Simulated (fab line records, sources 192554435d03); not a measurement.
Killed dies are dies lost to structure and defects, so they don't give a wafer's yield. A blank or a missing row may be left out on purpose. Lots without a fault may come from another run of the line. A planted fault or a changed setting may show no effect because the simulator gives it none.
fab line records | flow n5_finfet
record lots=7 wafers=39
route steps=1938 shown WELL_APT@26 FIN_CUT@175 SDB@347 HKMG_FIN@438 MOL_CONTACT_COAG@586 BEOL_M1@818 BEOL_M3@998 BEOL_M5@1129 BEOL_M9@1446 BEOL_M11@1575 BEOL_M13@1706 BEOL_M15@1802 PASSIVATION@1928
start_h: hours from the record's first day to the start of the lot's first wafer shown | wait_h: hours since the lot's step before | " the same as in the row above | L1.1+2: a row that stands for several wafers | - no value, or no start given | * or withheld: withheld | < > ~ a bound
route shown NAME@n: a module of which the file shows steps, and the number in the route of the first | usual: mean/standard deviation of fault-free wafers | same: alike in all rows | chamber/n: place in a boat | sites: the reading at each site | _std_site: their standard deviation | _edge_site: outer sites' mean less inner sites' | radius_mm: how far each site lies from the wafer's centre | mask NAME#n: copy n | behind: the tool/chamber that last shaped the wafer | hold: why the lot was held/for how many hours/how that ended | device: the transistor (n, p or np) that didn't switch | end of line: the same wafers' tests at the end of the route | a step without rows: its recipe alone | killed: dies lost to structure and defects at the first sort, not the wafer's yield | map: a wafer's dies, x killed, . not, _ none there
set.NAME: the setting as run; set.NAME@STEP: as run at that earlier step | model.NAME: the simulator's own value behind a step, which no gauge read
lots whose settings were changed on purpose; a table a step, a row a wafer
## steps
# step N5_WELL_APT_DEVELOP_07
# recipe develop_time_s=45 rinse_liquid=surfactant_rinse dry=air_spin dev_temp_c=21
# step N5_FIN_CUT_PRECLEAN_35
# recipe time_s=13.3 temp_c=45 pressure_torr=125 p_hf_torr=3 p_coreactant_torr=25 chemistry=vHF
# step N5_SDB_HM_DEP_00
# recipe material=SiNx target_thk_a=400 temp_c=400 precursor=SiH4/NH3/N2 pressure_torr=1.5 rf_w=300 time_s=35.3
# step N5_HKMG_FIN_ETCH_35
# recipe chemistry=N2/H2 target=SOC target_depth_a=2158 ion_energy_ev=65 bias_w=5 source_w=3000 time_s=243.4 pressure_mtorr=30 n2_flow_sccm=200 h2_flow_sccm=200
# step N5_MOL_CONTACT_COAG_VIA_ETCH_46
# recipe chemistry=C4F6/O2 target_depth_a=460 overetch_a=92 mask_material=SOC target=SiO2 bias_w=455 pressure_mtorr=10 time_s=40 source_w=325 Ar_flow_sccm=300 C4F6_flow_sccm=10 O2_flow_sccm=10 ion_energy_ev=575.3 ends=end_point
# step N5_BEOL_M1_SPUTTER_81
# recipe material=Cu target_thk_a=45 temp_c=-20 chamber_pressure_pa=0.07 power_w=withheld time_s=8.29
# step N5_BEOL_M3_SPUTTER_81
# step N5_BEOL_M5_DESCUM_16
# recipe chemistry=O2 time_s=7 source_power_w=50 bias_power_w=20 pressure_mtorr=20 rf_frequency_hz=2.712e+07 temp_c=40 resist=CAR-EUV o2_flow_sccm=225
# step N5_BEOL_M5_SPUTTER_48
# recipe material=Cu target_thk_a=150 temp_c=-20 chamber_pressure_pa=0.07 power_w=withheld time_s=27.62
# step N5_BEOL_M9_TRENCH_ETCH_37
# recipe chemistry=C4F6/O2 target_depth_a=1514.3 target=SiCOH_lowk time_s=49 ion_energy_ev=250 pressure_mtorr=30 source_w=345 bias_w=185 Ar_flow_sccm=300 C4F6_flow_sccm=10 O2_flow_sccm=10
# step N5_BEOL_M11_VIA_ETCH_34
# recipe chemistry=C4F6/O2 target=SiCOH_lowk target_depth_a=1845 mask_material=SOC taper_deg=4 time_s=69.2 ion_energy_ev=250 pressure_mtorr=30 source_w=345 bias_w=185 Ar_flow_sccm=300 C4F6_flow_sccm=10 O2_flow_sccm=10
# step N5_BEOL_M13_SPUTTER_44
# recipe material=Ta target_thk_a=100 temp_c=50 bias_v=80 power_w=15000 chamber_pressure_pa=0.07 time_s=16.13
# step N5_BEOL_M15_DEVELOP_27
# recipe develop_time_s=45 rinse_liquid=diw dry=air_spin dev_temp_c=21
# step N5_PASSIVATION_DESCUM_46
# recipe chemistry=O2 time_s=7.9 source_power_w=50 bias_power_w=20 pressure_mtorr=20 rf_frequency_hz=2.712e+07 temp_c=40 o2_flow_sccm=225
# step N5_PASSIVATION_PROBE_49
# usual defect_limited_yield=91.7/1.4 killed_at_M4_up=13/4.6 killed_at_front_end=39/9.6 killed_dies=98/16 sort_bin_5_function=4.9/0.96
# columns lot.wafer tool chamber start_h wait_h set.develop_time_s@WELL_APT_DEVELOP_07 set.time_s@FIN_CUT_PRECLEAN_35 set.target_thk_a@SDB_HM_DEP_00 set.target_depth_a@HKMG_FIN_ETCH_35 set.target_depth_a@MOL_CONTACT_COAG_VIA_ETCH_46 set.target_thk_a@BEOL_M1_SPUTTER_81 set.time_s@BEOL_M3_SPUTTER_81 set.time_s@BEOL_M5_DESCUM_16 set.time_s@BEOL_M5_SPUTTER_48 set.target_depth_a@BEOL_M9_TRENCH_ETCH_37 set.target_depth_a@BEOL_M11_VIA_ETCH_34 set.time_s@BEOL_M13_SPUTTER_44 set.develop_time_s@BEOL_M15_DEVELOP_27 set.time_s@PASSIVATION_DESCUM_46 defect_limited_yield[%] killed_at_M4_up killed_at_front_end killed_dies sort_bin_5_function[%]
L076.1 prober-01 - 294.73 0.0 23.04 17.54 400 1280 460 26.39 8.29 7 27.62 1514.3 1062 16.13 45 5.9 0 1120 28 1180 97.5
L076.2 prober-01 - 294.78 0.1 23.04 13.3 400 2158 460 26.39 4.405 9.249 27.62 1179 1845 16.13 45 5.9 90.1 13 54 117 5.9
L076.3 prober-01 - 294.83 0.1 45 17.54 400 2158 460 45 4.405 9.249 18.48 1514.3 1062 16.13 45 7.9 0 1084 45 1180 96.0
L076.4 prober-01 - 294.88 0.2 45 17.54 400 1280 341.5 26.39 8.29 9.249 18.48 1514.3 1845 16.13 52.77 7.9 54.0 15 18 543 44.1
L076.5 prober-01 - 294.93 0.2 23.04 13.3 400 1280 341.5 45 4.405 7 18.48 1179 1062 16.13 52.77 5.9 0 206 43 1180 96.2
L076.6 prober-01 - 294.98 0.3 45 13.3 400 2158 341.5 45 8.29 7 27.62 1179 1845 16.13 52.77 7.9 68.6 25 44 371 27.9
L078.1 prober-01 - 319.15 0.0 23.38 13.3 400 1504 674.9 45 8.29 5.197 35.44 1514.3 1845 12.21 45 7.9 90.8 11 44 109 5.3
L078.2 prober-01 - 319.20 0.1 23.38 13.3 400 2158 460 45 12.38 7 27.62 1514.3 1845 16.13 70.73 7.9 91.0 18 38 106 5.5
L078.3 prober-01 - 319.25 0.1 45 13.3 400 2158 460 45 8.29 5.197 27.62 1514.3 1265 16.13 70.73 7.9 0 1095 41 1180 96.8
L078.4 prober-01 - 319.30 0.2 23.38 13.3 400 2158 674.9 45 12.38 5.197 35.44 1514.3 1845 12.21 70.73 7.9 91.4 7 44 101 5.3
L078.5 prober-01 - 319.35 0.2 45 13.3 400 1504 460 45 8.29 7 35.44 1514.3 1265 16.13 45 7.9 0 1106 33 1180 96.6
L078.6 prober-01 - 319.40 0.3 45 13.3 400 1504 674.9 45 12.38 7 27.62 1514.3 1265 12.21 45 7.9 0 1090 45 1180 96.1
L080.1 prober-02 - 326.78 0.3 26.71 13.3 562.8 1515 248.4 22.01 5.756 7 27.62 1514.3 1845 19.29 57.46 7.9 0 17 915 1180 96.5
L080.2 prober-02 - 326.83 0.3 26.71 13.3 400 2158 248.4 45 8.29 7 27.62 1514.3 1845 16.13 57.46 7.9 0 11 39 1180 96.7
L080.3 prober-02 - 326.88 0.4 26.71 13.3 400 1515 460 22.01 8.29 8.999 27.62 1514.3 1845 16.13 45 7.9 91.2 9 53 104 5.0
L080.4 prober-02 - 326.93 0.4 45 13.3 562.8 2158 460 22.01 8.29 8.999 27.62 1514.3 1845 19.29 57.46 7.9 30.8 11 760 817 65.9
L080.5 prober-02 - 326.98 0.5 45 13.3 562.8 2158 248.4 45 5.756 8.999 27.62 1514.3 1845 16.13 45 7.9 0 5 1107 1180 97.0
L080.6 prober-02 - 327.03 0.5 45 13.3 400 1515 460 45 5.756 7 27.62 1514.3 1845 19.29 45 7.9 93.1 16 44 82 3.6
L082.3 prober-01 - 337.41 0.1 45 13.3 400 2158 460 45 8.29 7 27.62 1514.3 1845 16.13 45 7.9 93.4 17 35 78 3.4
L082.4 prober-01 - 337.46 0.2 45 13.3 400 2158 460 45 8.29 7 27.62 1514.3 1845 16.13 45 7.9 93.0 13 35 83 4.2
L082.5 prober-01 - 337.51 0.2 45 13.3 400 2158 460 45 8.29 7 27.62 1514.3 1845 16.13 45 7.9 91.4 10 47 101 4.7
L084.1 prober-01 - 343.61 0.0 45 20.72 400 2158 696.4 45 8.29 7 27.62 1514.3 1384 19.16 45 3.955 0.1 1110 29 1179 97.5
L084.2 prober-01 - 343.66 0.1 45 20.72 551.7 879 696.4 45 4.499 8.629 27.62 1514.3 1845 16.13 45 3.955 65.7 13 336 405 31.2
L084.3 prober-01 - 343.71 0.1 24.42 20.72 400 879 460 45 4.499 8.629 40.92 1514.3 1384 19.16 45 7.9 0.5 1092 32 1174 96.4
L084.4 prober-01 - 343.76 0.2 24.42 13.3 551.7 2158 696.4 45 4.499 7 40.92 1514.3 1845 19.16 45 3.955 64.6 15 339 418 31.2
L084.5 prober-01 - 343.81 0.2 45 13.3 400 2158 460 45 8.29 8.629 27.62 1514.3 1384 16.13 45 7.9 10.8 943 45 1053 85.5
L084.6 prober-01 - 343.86 0.3 24.42 13.3 551.7 879 460 45 8.29 7 40.92 1514.3 1845 16.13 45 7.9 29.7 6 761 829 66.4
L091.1 prober-01 - 409.27 0.0 45 13.3 400 2158 335.4 64.32 8.29 8.909 40.5 1514.3 1845 16.13 45 7.9 79.3 14 49 244 17.1
L091.2 prober-01 - 409.32 0.1 28.4 13.3 596.5 1783 460 45 8.29 8.909 27.62 2275 1845 16.13 45 7.9 0 9 1119 1180 96.1
L091.3 prober-01 - 409.37 0.1 28.4 16.88 400 2158 460 45 8.29 7 27.62 1514.3 1845 16.13 45 11.79 89.6 14 52 123 5.9
L091.4 prober-01 - 409.42 0.2 45 16.88 596.5 1783 460 64.32 8.29 7 40.5 2275 1845 9.354 45 11.79 0.3 13 1088 1177 93.9
L091.5 prober-01 - 409.47 0.2 45 13.3 400 1783 335.4 64.32 8.29 8.909 27.62 1514.3 1845 9.354 45 11.79 46.2 13 56 635 48.6
L091.6 prober-01 - 409.52 0.3 28.4 16.88 596.5 2158 335.4 45 8.29 7 40.5 2275 1845 9.354 45 7.9 0.3 9 1071 1176 95.3
L097.1 prober-01 - 422.88 0.0 45 17.05 400 3014 460 37.06 8.29 3.046 27.62 1141 1845 16.13 45 7.9 89.4 10 64 125 5.7
L097.2 prober-01 - 422.93 0.1 67.22 17.05 400 2158 389.5 45 8.29 3.046 31.79 1141 1845 16.13 45 7.9 91.3 14 40 103 4.6
L097.3 prober-01 - 422.98 0.1 67.22 17.05 475.4 3014 460 45 8.29 3.046 31.79 1514.3 1170 16.13 45 7.9 0 1094 39 1180 97.4
L097.4 prober-01 - 423.03 0.2 45 13.3 475.4 2158 389.5 45 8.29 7 27.62 1514.3 1170 16.13 45 7.9 0 1098 39 1180 97.1
L097.5 prober-01 - 423.08 0.2 67.22 13.3 475.4 3014 389.5 37.06 8.29 7 27.62 1514.3 1845 16.13 45 7.9 89.9 21 32 119 6.5
L097.6 prober-01 - 423.13 0.3 45 13.3 400 2158 460 37.06 8.29 7 31.79 1141 1170 16.13 45 7.9 0 1090 54 1180 96.3
# killed by level:class
L076.1 BEOL_M11:area_etch=1111 MOL_CONTACT_COAG:geometric_particle:open=8 FIN_SAQP:geometric_particle:short=5 GATE_CUT:geometric_particle:open=5 BEOL_M1:geometric_particle:open=5 GATE_CUT:geometric_particle:short=4 MOL_CONTACT_COAG:geometric_particle:short=4 BEOL_M0_SAQP:geometric_particle:open=4
L076.2 MOL_CONTACT_COAG:geometric_particle:open=18 GATE_CUT:geometric_particle:short=17 FIN_SAQP:geometric_particle:short=10 GATE_CUT:geometric_particle:open=10 FIN_SAQP:geometric_particle:open=7 BEOL_M0:geometric_particle:open=7 BEOL_M1:geometric_particle:open=7 BEOL_M4:geometric_particle:open=7
L076.3 BEOL_M11:area_etch=1062 MOL_CONTACT_COAG:geometric_particle:open=18 GATE_CUT:geometric_particle:short=9 BEOL_M1:geometric_particle:open=9 BEOL_M4:geometric_particle:open=6 FIN_SAQP:geometric_particle:short=5 DUMMY_GATE:geometric_particle:open=5 GATE_CUT:geometric_particle:open=5
L076.4 MOL_CONTACT_COAG:area_etch=474 BEOL_M2:geometric_particle:open=11 MOL_CONTACT_COAG:geometric_particle:open=9 BEOL_M5:interface_void_opened=8 FIN_SAQP:geometric_particle:open=4 STI_FIN_REVEAL:geometric_particle:open=4 GATE_CUT:geometric_particle:open=4 BEOL_M0:geometric_particle:open=3
L076.5 MOL_CONTACT_COAG:area_etch=868 BEOL_M11:area_etch=188 MOL_CONTACT_COAG:geometric_particle:open=26 FIN_SAQP:geometric_particle:short=11 MOL_CONTACT_COAG:geometric_particle:short=10 FIN_SAQP:geometric_particle:open=8 GATE_CUT:geometric_particle:open=8 BEOL_M5:interface_void_opened=6
L076.6 MOL_CONTACT_COAG:area_etch=264 FIN_SAQP:geometric_particle:short=15 MOL_CONTACT_COAG:geometric_particle:open=15 GATE_CUT:geometric_particle:short=7 MOL_CONTACT_COAG:geometric_particle:short=6 BEOL_M4:geometric_particle:open=5 BEOL_M5:geometric_particle:open=5 STARTING-WAFER:geometric_particle:short=5
L078.1 BEOL_M1:geometric_particle:open=12 GATE_CUT:geometric_particle:short=9 BEOL_M0:geometric_particle:open=9 FIN_SAQP:geometric_particle:short=7 STI_FIN_REVEAL:geometric_particle:open=7 MOL_CONTACT_COAG:geometric_particle:open=7 GATE_CUT:geometric_particle:open=5 BEOL_M1:geometric_particle:short=5
L078.2 STI_FIN_REVEAL:geometric_particle:open=9 BEOL_M3:geometric_particle:open=9 BEOL_M4:geometric_particle:open=9 MOL_CONTACT_COAG:geometric_particle:open=8 BEOL_M1:geometric_particle:open=8 FIN_SAQP:geometric_particle:open=7 GATE_CUT:geometric_particle:short=7 DUMMY_GATE:geometric_particle:open=4
L078.3 BEOL_M11:area_etch=1088 MOL_CONTACT_COAG:geometric_particle:open=18 GATE_CUT:geometric_particle:short=9 DUMMY_GATE:geometric_particle:open=7 STI_FIN_REVEAL:geometric_particle:open=6 FIN_SAQP:geometric_particle:open=5 BEOL_M0:geometric_particle:open=5 STARTING-WAFER:geometric_particle:open=5
L078.4 MOL_CONTACT_COAG:geometric_particle:open=13 GATE_CUT:geometric_particle:short=8 STI_FIN_REVEAL:geometric_particle:open=7 DUMMY_GATE:geometric_particle:open=6 BEOL_M3:geometric_particle:open=6 GATE_CUT:geometric_particle:open=5 BEOL_M0:geometric_particle:open=5 BEOL_M1:geometric_particle:short=5
L078.5 BEOL_M11:area_etch=1098 MOL_CONTACT_COAG:geometric_particle:open=9 BEOL_M0:geometric_particle:open=5 STI_FIN_REVEAL:geometric_particle:open=5 DUMMY_GATE:geometric_particle:open=5 BEOL_M3:geometric_particle:short=5 BEOL_M4:geometric_particle:open=5 FIN_SAQP:geometric_particle:open=4
L078.6 BEOL_M11:area_etch=1079 STI_FIN_REVEAL:geometric_particle:open=16 MOL_CONTACT_COAG:geometric_particle:open=10 BEOL_M0_SAQP:geometric_particle:open=9 BEOL_M0_SAQP:geometric_particle:short=8 GATE_CUT:geometric_particle:open=7 FIN_SAQP:geometric_particle:short=5 FIN_SAQP:geometric_particle:open=4
L080.1 SDB:area_open=872 MOL_CONTACT_COAG:area_etch=206 FIN_SAQP:geometric_particle:open=9 FIN_SAQP:geometric_particle:short=9 MOL_CONTACT_COAG:geometric_particle:open=9 BEOL_M3:geometric_particle:open=9 BEOL_M4:geometric_particle:open=6 BEOL_M1:geometric_particle:open=5
L080.2 MOL_CONTACT_COAG:area_etch=1079 MOL_CONTACT_COAG:geometric_particle:open=19 FIN_SAQP:geometric_particle:short=15 BEOL_M3:geometric_particle:open=11 BEOL_M2:geometric_particle:open=7 ILD0:geometric_particle:open=5 BEOL_M5:geometric_particle:open=5 FIN_SAQP:geometric_particle:open=4
L080.3 FIN_SAQP:geometric_particle:short=13 STI_FIN_REVEAL:geometric_particle:open=11 BEOL_M2:geometric_particle:open=7 BEOL_M3:geometric_particle:open=7 FIN_SAQP:geometric_particle:open=6 MOL_CONTACT_COAG:geometric_particle:open=6 BEOL_M1:interface_void_opened=5 STARTING-WAFER:geometric_particle:open=4
L080.4 SDB:area_open=706 FIN_SAQP:geometric_particle:open=19 BEOL_M2:geometric_particle:open=11 FIN_SAQP:geometric_particle:short=8 GATE_CUT:geometric_particle:short=7 ILD0:geometric_particle:short=5 BEOL_M1:geometric_particle:open=5 STI_FIN_REVEAL:geometric_particle:open=4
L080.5 SDB:area_open=1081 MOL_CONTACT_COAG:area_etch=25 MOL_CONTACT_COAG:geometric_particle:open=16 BEOL_M1:geometric_particle:open=6 BEOL_M3:geometric_particle:open=5 STI_FIN_REVEAL:geometric_particle:open=4 DUMMY_GATE:geometric_particle:open=4 BEOL_M0_SAQP:geometric_particle:open=4
L080.6 FIN_SAQP:geometric_particle:open=11 FIN_SAQP:geometric_particle:short=7 BEOL_M4:geometric_particle:open=7 STI_FIN_REVEAL:geometric_particle:open=7 SPACER0:geometric_particle:open=4 MOL_CONTACT_COAG:geometric_particle:open=4 BEOL_M0_SAQP:geometric_particle:open=4 BEOL_M4:geometric_particle:short=4
L082.3 GATE_CUT:geometric_particle:short=11 BEOL_M4:geometric_particle:open=9 STI_FIN_REVEAL:geometric_particle:open=6 GATE_CUT:geometric_particle:open=4 BEOL_M0_SAQP:geometric_particle:short=4 BEOL_M3:geometric_particle:open=4 STARTING-WAFER:geometric_particle:open=4 FIN_SAQP:geometric_particle:short=3
L082.4 MOL_CONTACT_COAG:geometric_particle:open=8 BEOL_M1:geometric_particle:open=7 BEOL_M4:geometric_particle:open=6 FIN_SAQP:geometric_particle:open=5 BEOL_M2:geometric_particle:open=5 STARTING-WAFER:geometric_particle:open=5 STI_FIN_REVEAL:geometric_particle:open=4 DUMMY_GATE:geometric_particle:open=4
L082.5 MOL_CONTACT_COAG:geometric_particle:open=11 FIN_SAQP:geometric_particle:short=9 BEOL_M1:geometric_particle:open=6 STI_FIN_REVEAL:geometric_particle:open=6 GATE_CUT:geometric_particle:short=6 FIN_SAQP:geometric_particle:open=5 BEOL_M0_SAQP:geometric_particle:open=5 BEOL_M3:geometric_particle:open=5
L084.1 BEOL_M11:area_etch=1101 BEOL_M0_SAQP:geometric_particle:open=10 FIN_SAQP:geometric_particle:open=9 BEOL_M0_SAQP:geometric_particle:short=7 BEOL_M1:geometric_particle:open=6 BEOL_M3:geometric_particle:short=6 FIN_SAQP:geometric_particle:short=5 STARTING-WAFER:geometric_particle:short=4
L084.2 SDB:area_open=296 BEOL_M0_SAQP:geometric_particle:short=14 STI_FIN_REVEAL:geometric_particle:open=10 FIN_SAQP:geometric_particle:open=8 MOL_CONTACT_COAG:geometric_particle:open=8 STARTING-WAFER:geometric_particle:short=6 MOL_CONTACT_COAG:geometric_particle:short=5 BEOL_M0_SAQP:geometric_particle:open=5
L084.3 BEOL_M11:area_etch=1067 BEOL_M0_SAQP:geometric_particle:open=11 BEOL_M4:geometric_particle:open=11 BEOL_M0_SAQP:geometric_particle:short=10 FIN_SAQP:geometric_particle:short=8 FIN_SAQP:geometric_particle:open=8 BEOL_M8:geometric_particle:open=8 STI_FIN_REVEAL:geometric_particle:open=6
L084.4 SDB:area_open=300 FIN_SAQP:geometric_particle:open=21 BEOL_M0_SAQP:geometric_particle:open=17 BEOL_M0_SAQP:geometric_particle:short=12 FIN_SAQP:geometric_particle:short=11 BEOL_M2:geometric_particle:open=7 BEOL_M4:geometric_particle:open=7 MOL_CONTACT_COAG:geometric_particle:open=6
L084.5 BEOL_M11:area_etch=930 BEOL_M0_SAQP:geometric_particle:short=13 FIN_SAQP:geometric_particle:short=11 BEOL_M0_SAQP:geometric_particle:open=11 STI_FIN_REVEAL:geometric_particle:open=11 FIN_SAQP:geometric_particle:open=10 BEOL_M0:geometric_particle:open=10 MOL_CONTACT_COAG:geometric_particle:open=10
L084.6 SDB:area_open=724 BEOL_M0_SAQP:geometric_particle:open=18 BEOL_M0_SAQP:geometric_particle:short=14 STI_FIN_REVEAL:geometric_particle:open=12 FIN_SAQP:geometric_particle:open=5 FIN_SAQP:geometric_particle:short=5 GATE_CUT:geometric_particle:short=5 BEOL_M1:geometric_particle:open=5
L091.1 MOL_CONTACT_COAG:area_etch=135 STI_FIN_REVEAL:geometric_particle:open=13 MOL_CONTACT_COAG:geometric_particle:open=8 BEOL_M3:geometric_particle:open=8 BEOL_M1:geometric_particle:open=7 FIN_SAQP:geometric_particle:open=6 FIN_SAQP:geometric_particle:short=5 BEOL_M0_SAQP:geometric_particle:open=5
L091.2 SDB:area_open=1088 FIN_SAQP:geometric_particle:short=15 BEOL_M3:geometric_particle:open=8 MOL_CONTACT_COAG:geometric_particle:open=8 BEOL_M0_SAQP:geometric_particle:open=7 BEOL_M0_SAQP:geometric_particle:short=6 FIN_SAQP:geometric_particle:open=5 DUMMY_GATE:geometric_particle:open=3
L091.3 FIN_SAQP:geometric_particle:short=16 FIN_SAQP:geometric_particle:open=12 STI_FIN_REVEAL:geometric_particle:open=10 MOL_CONTACT_COAG:geometric_particle:open=10 BEOL_M0_SAQP:geometric_particle:open=9 BEOL_M3:geometric_particle:open=9 BEOL_M1:geometric_particle:open=8 BEOL_M2:geometric_particle:open=6
L091.4 SDB:area_open=1034 BEOL_M0_SAQP:geometric_particle:short=16 BEOL_M0_SAQP:geometric_particle:open=15 FIN_SAQP:geometric_particle:open=14 MOL_CONTACT_COAG:geometric_particle:open=14 FIN_SAQP:geometric_particle:short=12 DUMMY_GATE:geometric_particle:open=8 BEOL_M3:geometric_particle:open=8
L091.5 MOL_CONTACT_COAG:area_etch=490 BEOL_M0_SAQP:geometric_particle:open=19 BEOL_M0_SAQP:geometric_particle:short=16 STI_FIN_REVEAL:geometric_particle:open=11 GATE_CUT:geometric_particle:short=11 FIN_SAQP:geometric_particle:short=9 FIN_SAQP:geometric_particle:open=8 MOL_CONTACT_COAG:geometric_particle:open=7
L091.6 SDB:area_open=1025 BEOL_M0_SAQP:geometric_particle:open=22 BEOL_M0_SAQP:geometric_particle:short=17 FIN_SAQP:geometric_particle:open=12 FIN_SAQP:geometric_particle:short=11 BEOL_M2:geometric_particle:short=10 BEOL_M3:geometric_particle:open=9 MOL_CONTACT_COAG:geometric_particle:open=7
L097.1 MOL_CONTACT_COAG:geometric_particle:open=17 HKMG_FIN:area_etch=14 STI_FIN_REVEAL:geometric_particle:open=12 FIN_SAQP:geometric_particle:short=11 FIN_SAQP:geometric_particle:open=8 BEOL_M0_SAQP:geometric_particle:open=7 MOL_CONTACT_COAG:geometric_particle:short=6 DUMMY_GATE:geometric_particle:open=5
L097.2 STI_FIN_REVEAL:geometric_particle:open=19 MOL_CONTACT_COAG:geometric_particle:open=13 BEOL_M0_SAQP:geometric_particle:short=6 FIN_SAQP:geometric_particle:open=5 MOL_CONTACT_COAG:geometric_particle:short=5 BEOL_M2:geometric_particle:open=5 BEOL_M4:geometric_particle:open=5 STI_FIN_REVEAL:geometric_particle:short=4
L097.3 BEOL_M11:area_etch=1088 STI_FIN_REVEAL:geometric_particle:open=10 PASS1_CAP:geometric_particle:short=10 FIN_SAQP:geometric_particle:open=9 FIN_SAQP:geometric_particle:short=9 MOL_CONTACT_COAG:geometric_particle:open=8 BEOL_M0_SAQP:geometric_particle:open=6 BEOL_M1:geometric_particle:open=6
L097.4 BEOL_M11:area_etch=1086 STI_FIN_REVEAL:geometric_particle:open=15 MOL_CONTACT_COAG:geometric_particle:open=10 FIN_SAQP:geometric_particle:open=6 MOL_CONTACT_COAG:geometric_particle:short=6 BEOL_M3:geometric_particle:open=6 BEOL_M0_SAQP:geometric_particle:open=5 FIN_SAQP:geometric_particle:short=4
L097.5 MOL_CONTACT_COAG:geometric_particle:open=18 BEOL_M0_SAQP:geometric_particle:open=10 BEOL_M4:geometric_particle:open=9 FIN_SAQP:geometric_particle:short=7 STI_FIN_REVEAL:geometric_particle:open=7 BEOL_M0_SAQP:geometric_particle:short=7 BEOL_M1:geometric_particle:open=7 MOL_CONTACT_COAG:geometric_particle:short=5
L097.6 BEOL_M11:area_etch=1073 STI_FIN_REVEAL:geometric_particle:open=14 FIN_SAQP:geometric_particle:short=12 MOL_CONTACT_COAG:geometric_particle:open=10 BEOL_M5:geometric_particle:open=10 FIN_SAQP:geometric_particle:open=9 MOL_CONTACT_COAG:geometric_particle:short=5 ILD0:geometric_particle:open=4
## key
split step=N5_WELL_APT_DEVELOP_07 setting=develop_time_s stated_as=45
response none clear
split step=N5_FIN_CUT_PRECLEAN_35 setting=time_s stated_as=13.3
response none clear
split step=N5_SDB_HM_DEP_00 setting=target_thk_a stated_as=400
response step=N5_PASSIVATION_PROBE_49 reading=killed_at_front_end slope=+19.7 per=1% together_with=all explained=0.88
split step=N5_HKMG_FIN_ETCH_35 setting=target_depth_a stated_as=2158
response none clear
split step=N5_MOL_CONTACT_COAG_VIA_ETCH_46 setting=target_depth_a stated_as=460
response none clear
split step=N5_BEOL_M1_SPUTTER_81 setting=target_thk_a stated_as=45
response none clear
split step=N5_BEOL_M3_SPUTTER_81 setting=time_s stated_as=8.29
response none clear
split step=N5_BEOL_M5_DESCUM_16 setting=time_s stated_as=7
response none clear
split step=N5_BEOL_M5_SPUTTER_48 setting=time_s stated_as=27.62
response none clear
split step=N5_BEOL_M9_TRENCH_ETCH_37 setting=target_depth_a stated_as=1514.3
response none clear
split step=N5_BEOL_M11_VIA_ETCH_34 setting=target_depth_a stated_as=1845
response step=N5_PASSIVATION_PROBE_49 reading=killed_at_M4_up slope=-27.1 per=1% together_with=all explained=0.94
response step=N5_PASSIVATION_PROBE_49 reading=sort_bin_5_function slope=-2.3 per=1% together_with=all explained=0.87
response step=N5_PASSIVATION_PROBE_49 reading=defect_limited_yield slope=+2.3 per=1% together_with=all explained=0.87
response step=N5_PASSIVATION_PROBE_49 reading=killed_dies slope=-27.1 per=1% together_with=all explained=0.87
split step=N5_BEOL_M13_SPUTTER_44 setting=time_s stated_as=16.13
response none clear
split step=N5_BEOL_M15_DEVELOP_27 setting=develop_time_s stated_as=45
response none clear
split step=N5_PASSIVATION_DESCUM_46 setting=time_s stated_as=7.9
response none clear
